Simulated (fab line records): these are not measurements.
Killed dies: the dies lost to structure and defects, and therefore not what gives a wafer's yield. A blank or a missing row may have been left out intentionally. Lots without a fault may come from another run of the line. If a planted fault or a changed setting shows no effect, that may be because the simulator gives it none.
A lot that was struck, set against a sound lot    flow n5_finfet    36 steps out of a route of 1938
Sound: wafers L837.1, L837.2, L837.5. Struck: wafer L852.5 (left out: L852.3, a lot-mate that was not struck); the cause follows at the end.
Order at every step that has rows: each side's tool, ch and its chambers, its first start. Under that, the readings that differ: sound wafers    struck wafers    difference of the means    sigmas: that difference in standard deviations of wafers without a fault.
alike: words and numbers the same on both sides, and readings whose means are apart by under 2 such deviations; not compared: readings that were withheld, readings missing a value for some wafer, numbers with overlapping values and no deviation given by the record, and bounds like >300 which may hide the same value.
A row with sigmas, a row that says differs or no value, or rows on one side alone: a step with any of these is where the two part. When numbers do not overlap yet have no deviation, they are printed without sigmas and do not part them. A reading that every wafer of one side lacks parts them only if that side has two wafers or more.

first, 9 steps without rows for these wafers: N5_BEOL_M4_ANNEAL_95 (time 240 s); N5_BEOL_M4_SPUTTER_96 (material Cu, target thk 4.5 nm, time 8.29 s); N5_BEOL_M4_ECD_50 (material Cu, target thk 300 nm); N5_BEOL_M4_ANNEAL_51 (time 90 s); N5_BEOL_M4_CMP_52 (polishes, stops on SiOC, t overpolish 6.8 s, target thk 40 nm); N5_BEOL_M4_PRE_CLEAN_60 (time 15 s); N5_BEOL_M4_CO_CAP_55 (material Co, precursor CCTBA/H2, target thk 2 nm, time 102.1 s); N5_BEOL_M4_PRE_CLEAN_56 (time 15 s); N5_BEOL_M4_DEP_57 (deposits SiCN from 3MS/NH3, target thk 8 nm, time 14 s).
N5_BEOL_M4_RC_MEAS_101:
  sound on prober-01 ch 0, day 8 11:41; struck on prober-02 ch 0, day 12 10:07
reading        sound           struck  difference  sigmas
DIBL_N (mV/V)  31.9 34.2 34.3  37.8    +4.3        +3
SS_N (mV/dec)  70.8 70.9 71.8  72.6    +1.4        +2
  alike: DIBL_P, IOFF_N, IOFF_P, ION_N, ION_P, SS_P, VT_N, VT_P
then, 24 steps without rows for these wafers: N5_BEOL_M5_ILD_DEP_00 (deposits SiCOH lowk from DEMS/porogen, target thk 140.64 nm, time 25.9 s); N5_BEOL_M5_CURE_79 (cures SiCOH lowk, time 240 s); N5_BEOL_M5_PECVD_70 (deposits SiO2 from TEOS/O2, target thk 16 nm, time 18 s); N5_BEOL_M5_HM_DEP_02 (deposits TiN, target thk 20 nm); N5_BEOL_M5_COAT_59 (time 60 s, resist thk 60 nm); N5_BEOL_M5_COAT_60 (time 60 s, resist thk 12 nm); N5_BEOL_M5_COAT_71 (time 60 s, resist thk 5 nm); N5_BEOL_M5_COAT_05 (resist thk 30 nm); N5_BEOL_M5_EBR_07; N5_BEOL_M5_SOFTBAKE_06 (time 60 s); N5_BEOL_M5_EXPOSE_08 (exposes mask M5, target cd 28 nm); N5_BEOL_M5_PEB_09 (peb time 60 s); N5_BEOL_M5_DEVELOP_10 (develop time 30 s); N5_BEOL_M5_DESCUM_16 (chemistry O2, time 7 s); N5_BEOL_M5_ETCH_72 (etches underlayer in N2/H2, target depth 6.5 nm, time 5.2 s); N5_BEOL_M5_ETCH_61 (etches SiARC in CF4, target depth 15.6 nm, time 26 s); N5_BEOL_M5_ETCH_62 (etches SOC in N2/H2, target depth 75 nm, overetch 15 nm, time 112.5 s); N5_BEOL_M5_STRIP_63 (strips in N2/H2); N5_BEOL_M5_STRIP_73 (strips in N2/H2); N5_BEOL_M5_STRIP_64 (strips in CF4); N5_BEOL_M5_HM_OPEN_17 (chemistry Cl2/BCl3, target TiN, target depth 20 nm, overetch 6 nm); N5_BEOL_M5_STRIP_19 (strips in O2); N5_BEOL_M5_COAT_65 (time 60 s, resist thk 60 nm); N5_BEOL_M5_COAT_66 (time 60 s, resist thk 12 nm).
-- the record jumps here: 2 days lie between the struck wafers' starts before and after (it left off in module BEOL_M5 and takes up again in module BEOL_M11, whose first step shown is number 1575 of the route) --
N5_BEOL_M11_VIA_ETCH_34: etches SiCOH lowk in C4F6/O2, target depth 184.5 nm, time 69.2 s.
  sound on rie_diel-03 ch 0,1, day 10 19:44; struck on rie_diel-03 ch 2, day 14 18:11
reading                                    sound              struck  difference  sigmas
rf_vpp_V (V)                               665 665 667        645     -21         -2
showerhead_plenum_p_Torr (Torr)            2.85 2.95 2.96     2.73    -0.19       -2
model.etch.depth_nm (nm)                   181.6 181.7 183.4  135.7   -46.5       
model.SOC_of_BEOL_M11_COAT_63.thk_nm (nm)  92 92.2 92.2       94      +2          
  alike: chamber_pressure_mTorr, drypump_motor_current_A, oes_product_au, throttle_valve_pct
  not compared: rf_hours_counter_h
-- record jumps: 2 days separate the struck wafers' starts on either side; left off in module BEOL_M11, taken up again in module PASSIVATION, whose first shown step is the route's number 1936 --
N5_PASSIVATION_PROBE_49:
  rows exist in the record for the struck wafers here (prober-01, day 16 22:21), but not for the sound ones

## WHERE THEY PART
First at N5_BEOL_M4_RC_MEAS_101; last, within this record, at N5_PASSIVATION_PROBE_49.

WHY: the cause the simulator had injected
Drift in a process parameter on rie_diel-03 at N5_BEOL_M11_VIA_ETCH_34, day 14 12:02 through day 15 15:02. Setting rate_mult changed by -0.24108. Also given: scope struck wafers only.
